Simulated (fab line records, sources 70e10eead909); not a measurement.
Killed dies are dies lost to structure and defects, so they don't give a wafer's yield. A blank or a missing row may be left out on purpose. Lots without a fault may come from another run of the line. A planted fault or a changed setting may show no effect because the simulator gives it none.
Chamber matching | flow nand_harc | NHARC_A_M0_CMP_23 on cmp-03: 4 sister chambers
The step polishes, t overpolish 20 s, target thk 113.75 nm. 4 wafers are shown with their chamber, then 7 later ones without.

WAFERS WITH THEIR CHAMBER
wafer  | chamber | motor_current_A (A)
L079.4 | 0       | 12.4
L084.4 | 1       | 10.0
L085.2 | 2       | 11.3
L085.3 | 3       | 11.3

WAFERS WITHOUT THEIR CHAMBER
wafer  | motor_current_A (A)
L085.6 | 11.5
L093.1 | 12.7
L093.2 | 11.6
L093.5 | 10.1
L097.1 | 12.5
L097.3 | 11.4
L097.5 | 11.6

WHICH CHAMBER EACH WENT THROUGH
wafer  | from the rows above     | in truth
L085.6 | can't be placed: 2 or 3 | 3
L093.1 | 0                       | 0
L093.2 | can't be placed: 2 or 3 | 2
L093.5 | 1                       | 1
L097.1 | 0                       | 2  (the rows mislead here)
L097.3 | can't be placed: 2 or 3 | 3
L097.5 | can't be placed: 2 or 3 | 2
Placed correctly: 2 of 7. Can't be placed from these rows: 4 (the true chamber is among the candidates in 4). Placed wrongly: 1.
How it was worked out, from the rows above alone: a wafer's distance from a chamber is the root of the sum, over the readings, of the square of ((its reading less the chamber's mean) divided by the reading's scatter). The wafer belongs to the nearest chamber; if the next one is less than 2 further off, it can't be placed. A chamber's mean is the mean of its shown wafers. The scatter: with one shown wafer a chamber, the root of the mean of the squares of how far each hidden wafer lies from its nearest shown one.
